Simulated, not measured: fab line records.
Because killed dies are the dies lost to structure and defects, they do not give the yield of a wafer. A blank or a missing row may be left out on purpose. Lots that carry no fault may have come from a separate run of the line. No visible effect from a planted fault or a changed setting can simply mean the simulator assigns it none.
Which tool did it? | flow nand-harc | 24 lots, 72 wafers sampled, at 4 steps of a route of 1302

== WHAT THE GAUGES SHOWED, per wafer ==
NHARC_A_BLC_INSPECT_28. Usual: raw-defect-count reads 501 (standard deviation 110).
lot  | measured     | on                | raw-defect-count | flag
L074 | day 23 02:02 | defect-inspect-01 | 497 392 511      |
L075 | day 23 02:37 | defect-inspect-01 | 386 541 429      |
L076 | day 23 15:55 | defect-inspect-02 | 487 462 604      |
L077 | day 23 18:08 | defect-inspect-01 | 446 465 629      |
L078 | day 23 21:21 | defect-inspect-02 | 416 517 843      |
L079 | day 24 03:57 | defect-inspect-02 | 810 488 450      |
L081 | day 25 10:37 | defect-inspect-01 | 606 692 590      |
L080 | day 25 16:57 | defect-inspect-01 | 749 812 631      |
L083 | day 26 09:41 | defect-inspect-02 | 511 370 467      |
L082 | day 26 17:52 | defect-inspect-01 | 973 505 533      |
L085 | day 27 15:35 | defect-inspect-02 | 435 468 397      |
L086 | day 27 18:43 | defect-inspect-01 | 366 573 401      |
L084 | day 27 20:27 | defect-inspect-01 | 418 597 396      |
L087 | day 28 04:21 | defect-inspect-02 | 387 606 500      |
L088 | day 28 16:54 | defect-inspect-02 | 443 406 422      |
L089 | day 28 18:06 | defect-inspect-02 | 515 427 465      |
L091 | day 29 20:26 | defect-inspect-02 | 560 647 423      |
L092 | day 30 03:52 | defect-inspect-02 | 449 488 442      |
L090 | day 30 05:52 | defect-inspect-02 | 417 538 556      |
L093 | day 30 10:19 | defect-inspect-01 | 422 514 460      |
L095 | day 31 04:26 | defect-inspect-02 | 603 569 436      |
L094 | day 31 05:29 | defect-inspect-02 | 339 532 338      |
L096 | day 32 02:10 | defect-inspect-02 | 365 265 477      |
L097 | day 32 10:27 | defect-inspect-01 | 505 618 674      |

== WHICH TOOL RAN EACH LOT (tool, then ch and the chambers of the sampled wafers, then the start) ==
lot  | NHARC_A_CONTACT_STRIP_26                      | NHARC_A_CONTACT_ALD_18              | NHARC_A_CONTACT_CVD_19
L074 | rie-diel-12 ch 0,2, day 22 20:53 or earlier   | ald-metal-03 ch 0,3, day 22 20:53   | cvd-w-01 ch 0,1, day 23 02:02 or earlier
L075 | rie-diel-12 ch 2,3, day 22 21:31 or earlier   | ald-metal-04 ch 0,2,3, day 22 21:31 | cvd-w-02 ch 0,1, day 23 02:37 or earlier
L076 | rie-diel-09 ch 0,1,3, day 23 10:52 or earlier | ald-metal-03 ch 0,3, day 23 10:52   | cvd-w-01 ch 0,1, day 23 15:55 or earlier
L077 | rie-diel-12 ch 0,2, day 23 12:50 or earlier   | ald-metal-02 ch 0,1, day 23 12:50   | cvd-w-02 ch 0,1, day 23 18:08 or earlier
L078 | rie-diel-12 ch 0,2,3, day 23 16:02 or earlier | ald-metal-02 ch 0,2,3, day 23 16:02 | cvd-w-02 ch 0,1, day 23 21:21 or earlier
L079 | rie-diel-12 ch 0,1,2, day 23 22:49 or earlier | ald-metal-03 ch 1,2,3, day 23 22:49 | cvd-w-02 ch 0,1, day 24 03:57 or earlier
L081 | rie-diel-12 ch 1,2,3, day 25 05:14 or earlier | ald-metal-02 ch 1,2, day 25 05:14   | cvd-w-01 ch 1, day 25 10:37 or earlier
L080 | rie-diel-09 ch 2,3, day 25 11:51 or earlier   | ald-metal-03 ch 0,2,3, day 25 11:51 | cvd-w-01 ch 0,1, day 25 16:57 or earlier
L083 | rie-diel-12 ch 0,3, day 26 04:35 or earlier   | ald-metal-03 ch 0,1,2, day 26 04:35 | cvd-w-01 ch 0,1, day 26 09:41 or earlier
L082 | rie-diel-06 ch 0,1,3, day 26 12:12 or earlier | ald-metal-03 ch 1,2, day 26 12:12   | cvd-w-01 ch 0,1, day 26 17:52 or earlier
L085 | rie-diel-12 ch 0,2, day 27 09:32 or earlier   | ald-metal-03 ch 0,1, day 27 09:32   | cvd-w-01 ch 0,1, day 27 15:35 or earlier
L086 | rie-diel-09 ch 0,3, day 27 13:45 or earlier   | ald-metal-04 ch 1,2,3, day 27 13:45 | cvd-w-01 ch 0,1, day 27 18:43 or earlier
L084 | rie-diel-09 ch 2,3, day 27 14:53 or earlier   | ald-metal-03 ch 1,2,3, day 27 14:53 | cvd-w-01 ch 0,1, day 27 20:27 or earlier
L087 | rie-diel-06 ch 0,2,3, day 27 23:17 or earlier | ald-metal-04 ch 0,1,3, day 27 23:17 | cvd-w-01 ch 0,1, day 28 04:21 or earlier
L088 | rie-diel-12 ch 2,3, day 28 11:56 or earlier   | ald-metal-03 ch 0,2,3, day 28 11:56 | cvd-w-01 ch 0,1, day 28 16:54 or earlier
L089 | rie-diel-12 ch 0,1,3, day 28 12:59 or earlier | ald-metal-03 ch 1,2, day 28 12:59   | cvd-w-02 ch 0,1, day 28 18:06 or earlier
L091 | rie-diel-12 ch 0,1,2, day 29 15:19 or earlier | ald-metal-03 ch 0,1,2, day 29 15:19 | cvd-w-01 ch 0,1, day 29 20:26 or earlier
L092 | rie-diel-12 ch 0,1, day 29 22:46 or earlier   | ald-metal-02 ch 0,1,2, day 29 22:46 | cvd-w-01 ch 0,1, day 30 03:52 or earlier
L090 | rie-diel-06 ch 0,1,3, day 30 00:52 or earlier | ald-metal-04 ch 0,2,3, day 30 00:52 | cvd-w-02 ch 0,1, day 30 05:52 or earlier
L093 | rie-diel-09 ch 0,2,3, day 30 05:02 or earlier | ald-metal-04 ch 0,3, day 30 05:02   | cvd-w-02 ch 0,1, day 30 10:19 or earlier
L095 | rie-diel-12 ch 0,2,3, day 30 23:26 or earlier | ald-metal-03 ch 0,1,2, day 30 23:26 | cvd-w-02 ch 0,1, day 31 04:26 or earlier
L094 | rie-diel-12 ch 2,3, day 31 00:18 or earlier   | ald-metal-02 ch 0,1,2, day 31 00:18 | cvd-w-01 ch 0,1, day 31 05:29 or earlier
L096 | rie-diel-12 ch 0,1,2, day 31 21:08 or earlier | ald-metal-03 ch 0,1, day 31 21:08   | cvd-w-02 ch 0,1, day 32 02:10 or earlier
L097 | rie-diel-09 ch 0,2, day 32 05:25 or earlier   | ald-metal-02 ch 0,1, day 32 05:25   | cvd-w-01 ch 0,1, day 32 10:27 or earlier
- NHARC_A_CONTACT_STRIP_26: strips in O2.
- NHARC_A_CONTACT_ALD_18: deposits TiN, target thk 3 nm, pulse time 1 s, ald cycles 150.
- NHARC_A_CONTACT_CVD_19: deposits W, target thk 300 nm, time 802 s.

== AS READ BY THE TOOLS THEMSELVES (means over the sampled wafers that have a number; for cases with no such wafer, the mark the record gives instead) ==
NHARC_A_CONTACT_STRIP_26. Usual: drypump-motor-current-A 5.8 A, standard deviation 0.45; oes-product-au 0.999 a.u., standard deviation 0.0073; rf-vpp-V 57.6 V, standard deviation 0.78; showerhead-plenum-p-Torr 3.46 Torr, standard deviation 0.068; throttle-valve-pct 17.037 %, standard deviation 0.0082.
lot  | tool        | drypump-motor-current-A (A) | oes-product-au (a.u.) | rf-vpp-V (V) | showerhead-plenum-p-Torr (Torr) | throttle-valve-pct (%) | flag
L074 | rie-diel-12 | 5.4                         | 1.002                 | 57.5         | 3.48                            | 17.036                 |
L075 | rie-diel-12 | 5.6                         | 1.005                 | 58.0         | 3.44                            | 17.036                 |
L076 | rie-diel-09 | 5.9                         | 1.001                 | 57.4         | 3.43                            | 17.036                 |
L077 | rie-diel-12 | 5.4                         | 1.010                 | 57.0         | 3.48                            | 17.042                 |
L078 | rie-diel-12 | 5.7                         | 1.001                 | 57.0         | 3.46                            | 17.036                 |
L079 | rie-diel-12 | 5.5                         | 0.996                 | 57.1         | 3.49                            | 17.042                 |
L081 | rie-diel-12 | 5.8                         | 1.003                 | 57.0         | 3.46                            | 17.039                 |
L080 | rie-diel-09 | 5.8                         | 0.996                 | 58.1         | 3.55                            | 17.033                 |
L083 | rie-diel-12 | 6.2                         | 1.000                 | 57.1         | 3.46                            | 17.038                 |
L082 | rie-diel-06 | 5.8                         | 1.007                 | 57.4         | 3.46                            | 17.041                 |
L085 | rie-diel-12 | 5.4                         | 1.000                 | 57.5         | 3.47                            | 17.031                 |
L086 | rie-diel-09 | 5.8                         | 1.000                 | 57.4         | 3.48                            | 17.042                 |
L084 | rie-diel-09 | 5.8                         | 1.001                 | 57.4         | 3.52                            | 17.039                 |
L087 | rie-diel-06 | 5.5                         | 1.003                 | 57.5         | 3.43                            | 17.043                 |
L088 | rie-diel-12 | 6.0                         | 1.001                 | 57.7         | 3.43                            | 17.039                 |
L089 | rie-diel-12 | 6.0                         | 1.000                 | 57.9         | 3.48                            | 17.030                 |
L091 | rie-diel-12 | 5.4                         | 1.005                 | 58.2         | 3.47                            | 17.043                 |
L092 | rie-diel-12 | 5.6                         | 1.002                 | 57.5         | 3.50                            | 17.035                 |
L090 | rie-diel-06 | 5.8                         | 1.004                 | 56.9         | 3.45                            | 17.039                 |
L093 | rie-diel-09 | 5.8                         | 0.987                 | 57.1         | 3.45                            | 17.039                 |
L095 | rie-diel-12 | 5.7                         | 1.001                 | 57.5         | 3.44                            | 17.037                 |
L094 | rie-diel-12 | 5.6                         | 1.001                 | 58.0         | 3.42                            | 17.041                 |
L096 | rie-diel-12 | 5.5                         | 0.998                 | 57.7         | 3.47                            | 17.033                 |
L097 | rie-diel-09 | 5.8                         | 0.979                 | 57.4         | 3.36                            | 17.030                 |

NHARC_A_CONTACT_ALD_18. Usual: heater-power-w 1044 W, standard deviation 110; precursor-pulse-height-rel 1.002, standard deviation 0.022.
lot  | tool         | heater-power-w (W) | precursor-pulse-height-rel | flag
L074 | ald-metal-03 | 1083               | 1.007                      |
L075 | ald-metal-04 | 1028               | 0.982                      |
L076 | ald-metal-03 | 1025               | 0.976                      |
L077 | ald-metal-02 | 864                | 1.009                      |
L078 | ald-metal-02 | 988                | 0.990                      |
L079 | ald-metal-03 | 1068               | 1.011                      |
L081 | ald-metal-02 | 1036               | 0.988                      |
L080 | ald-metal-03 | 1077               | 1.027                      |
L083 | ald-metal-03 | 1026               | 1.004                      |
L082 | ald-metal-03 | 1058               | 0.987                      |
L085 | ald-metal-03 | 991                | 1.018                      |
L086 | ald-metal-04 | 1136               | 0.995                      |
L084 | ald-metal-03 | 1071               | 1.014                      |
L087 | ald-metal-04 | 1075               | 0.972                      |
L088 | ald-metal-03 | 1066               | 1.003                      |
L089 | ald-metal-03 | 1079               | 0.998                      |
L091 | ald-metal-03 | 1032               | 0.999                      |
L092 | ald-metal-02 | 928                | 0.999                      |
L090 | ald-metal-04 | 1051               | 0.989                      |
L093 | ald-metal-04 | 984                | 1.041                      |
L095 | ald-metal-03 | 1035               | 1.025                      |
L094 | ald-metal-02 | 929                | 0.989                      |
L096 | ald-metal-03 | 987                | 0.989                      |
L097 | ald-metal-02 | 880                | 1.022                      |

NHARC_A_CONTACT_CVD_19. Usual: heater-power-w 476 W, standard deviation 23; throttle-valve-pct 8.0 %, standard deviation 0.36.
lot  | tool     | heater-power-w (W) | throttle-valve-pct (%) | flag
L074 | cvd-w-01 | 492                | 8.1                    |
L075 | cvd-w-02 | 453                | 7.8                    |
L076 | cvd-w-01 | 499                | 8.0                    |
L077 | cvd-w-02 | 448                | 7.8                    |
L078 | cvd-w-02 | 455                | 7.7                    |
L079 | cvd-w-02 | 455                | 7.7                    |
L081 | cvd-w-01 | 491                | 7.7                    |
L080 | cvd-w-01 | 494                | 7.8                    |
L083 | cvd-w-01 | 487                | 8.2                    |
L082 | cvd-w-01 | 490                | 7.9                    |
L085 | cvd-w-01 | 482                | 8.0                    |
L086 | cvd-w-01 | 490                | 7.9                    |
L084 | cvd-w-01 | 489                | 8.0                    |
L087 | cvd-w-01 | 480                | 8.2                    |
L088 | cvd-w-01 | 487                | 8.0                    |
L089 | cvd-w-02 | 448                | 7.9                    |
L091 | cvd-w-01 | 493                | 8.3                    |
L092 | cvd-w-01 | 489                | 8.1                    |
L090 | cvd-w-02 | 441                | 7.9                    |
L093 | cvd-w-02 | 458                | 8.0                    |
L095 | cvd-w-02 | 449                | 7.8                    |
L094 | cvd-w-01 | 495                | 8.2                    |
L096 | cvd-w-02 | 457                | 7.8                    |
L097 | cvd-w-01 | 475                | 8.0                    |

== THE ANSWER, worked out from the rows above alone ==
Rule: a lot counts as off when the mean over its wafers that have a number is more than 3 standard deviations away from the usual mean. Also off: a lot with no number at a reading for which 4 or more lots have one. The other lots that the step has rows for count as sound. Order of review: gauges by route order, followed by the tools' own readings, for which a lot's mean as printed above is used. At the first step where some lot is off, the reading lying furthest off is the one used; lots without a number count as furthest.
No lot is off on any of the readings shown, so nothing can be concluded from this.

== WHAT THE SIMULATOR HAD PUT IN ==
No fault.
